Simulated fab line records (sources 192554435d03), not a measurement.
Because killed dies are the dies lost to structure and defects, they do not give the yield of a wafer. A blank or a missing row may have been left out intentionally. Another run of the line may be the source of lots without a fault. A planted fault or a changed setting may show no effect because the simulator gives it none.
Lot-split experiment | flow n5-finfet | route with 1938 steps; 7 lots, 21 wafers read

SPLIT DETAILS
At N5_BEOL_M8_COAT_22 (resist thk 30 nm), the setting spin-rpm was moved away from the recipe's 1500 rpm on 3 of the 21 wafers read, by -4.4% to +9.1%. All remaining wafers had this setting at the recipe value.

FROM THE SPLIT TO THE READING: what the file shows between them, 5 steps
- N5_BEOL_M8_EBR_24
- N5_BEOL_M8_SOFTBAKE_23: time 60 s
- N5_BEOL_M8_EXPOSE_25: exposes mask V7, target cd 40 nm
- N5_BEOL_M8_PEB_26: peb time 60 s
- N5_BEOL_M8_DEVELOP_27: develop time 30 s

THE READING
CAR-EUV_of_BEOL_M8_COAT_22.thk-nm (the simulator's own value, which no gauge read), in nm, at N5_BEOL_M8_DESCUM_33 (chemistry O2, time 7 s). There is no usual value for it anywhere in the file. Average 26.1 nm, standard deviation 0.11 nm, over the 18 wafers here run with the recipe.

wafer  | tool, chamber at the split | spin-rpm as run, rpm | against the recipe | CAR-EUV_of_BEOL_M8_COAT_22.thk-nm, nm | against lot-mates on the recipe
L077.3 | litho-track-02, 0          | 1500                 | recipe             | 26                                    | -
L077.5 | litho-track-02, 0          | 1500                 | recipe             | 26                                    | -
L077.6 | litho-track-02, 0          | 1434                 | -4.4%              | 26.8                                  | +0.8
L079.1 | litho-track-01, 0          | 1500                 | recipe             | 26.2                                  | -
L079.2 | litho-track-01, 0          | 1500                 | recipe             | 26.2                                  | -
L079.4 | litho-track-01, 0          | 1500                 | recipe             | 26.2                                  | -
L084.2 | litho-track-03, 0          | 1500                 | recipe             | 26                                    | -
L084.6 | litho-track-03, 0          | 1500                 | recipe             | 26                                    | -
L084.4 | litho-track-03, 0          | 1500                 | recipe             | 25.8                                  | -
L087.1 | litho-track-01, 0          | 1500                 | recipe             | 26                                    | -
L087.4 | litho-track-01, 0          | 1500                 | recipe             | 26.2                                  | -
L087.6 | litho-track-01, 0          | 1500                 | recipe             | 26.2                                  | -
L089.1 | litho-track-01, 0          | 1500                 | recipe             | 26                                    | -
L089.4 | litho-track-01, 0          | 1500                 | recipe             | 26                                    | -
L089.5 | litho-track-01, 0          | 1500                 | recipe             | 26                                    | -
L091.3 | litho-track-01, 0          | 1500                 | recipe             | 26.2                                  | -
L091.4 | litho-track-01, 0          | 1439                 | -4.1%              | 26.8                                  | +0.7
L091.6 | litho-track-01, 0          | 1500                 | recipe             | 26                                    | -
L097.2 | litho-track-03, 0          | 1500                 | recipe             | 26                                    | -
L097.4 | litho-track-03, 0          | 1500                 | recipe             | 26                                    | -
L097.6 | litho-track-03, 0          | 1636                 | +9.1%              | 24.6                                  | -1.4

THE FIT
A straight line over all 21 wafers: CAR-EUV_of_BEOL_M8_COAT_22.thk-nm changes by -0.165 nm for each +1% of spin-rpm; r = -0.97; the points scatter about the line by 0.11 nm.
The same after taking each lot's own level away (the mean of its wafers on the recipe; 21 wafers): -0.161 nm for each +1%; r = -0.99; scatter 0.067 nm.
That fit puts the effect of the largest move of spin-rpm on the reading at 1.5 nm.
The lots' own levels span 25.93 to 26.20 nm, that is 2.4 times the standard deviation above.
Consequently the slope shifts little with the lot-to-lot level, the two slopes agreeing.
Check: with one of the wafers moved furthest among these (+9.1%) left out of the fit, the line predicts -1.61 nm for it against its lot-mates. Against them it came out at -1.4 nm.

ADDITIONAL SPLITS CARRIED BY THESE WAFERS
Other splits were also applied to these wafers ahead of the reading. Each is held against what the fit with the lots' levels taken away leaves over:
other split on the same wafers  | wafers away from the commonest value | r with CAR-EUV_of_BEOL_M8_COAT_22.thk-nm (lot level and that fit taken away)
N5_BEOL_M6_ETCH_66 bias-w       | 8                                    | -0.09
N5_BEOL_M6_VIA_ETCH_34 time-s   | 7                                    | -0.23
N5_BEOL_M7_EXPOSE_25 dose-mj    | 11                                   | +0.01
N5_BEOL_M7_VIA_ETCH_34 source-w | 10                                   | +0.00
N5_BEOL_M8_DESCUM_16 time-s     | 6                                    | -0.12

THE WHOLE CHAIN: every reading that the file lists as answering this split, in the file's order
step                  | what it does           | reading                                                                            | change (the file's fit)               | r (the file's)
N5_BEOL_M8_COAT_22    | resist thk 30 nm       | CAR-EUV_of_BEOL_M8_COAT_22.thk-nm (the simulator's own value, which no gauge read) | -0.149 nm for each +1% of the setting | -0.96
N5_BEOL_M8_DEVELOP_27 | develop time 30 s      | CAR-EUV_of_BEOL_M8_COAT_22.thk-nm (the simulator's own value, which no gauge read) | -0.135 nm for each +1% of the setting | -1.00
N5_BEOL_M8_DESCUM_33  | chemistry O2, time 7 s | CAR-EUV_of_BEOL_M8_COAT_22.thk-nm (the simulator's own value, which no gauge read) | -0.161 nm for each +1% of the setting | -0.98

THE FILE'S OWN FIT
CAR-EUV_of_BEOL_M8_COAT_22.thk-nm changes by -0.161 nm for each +1% of spin-rpm, r = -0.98.
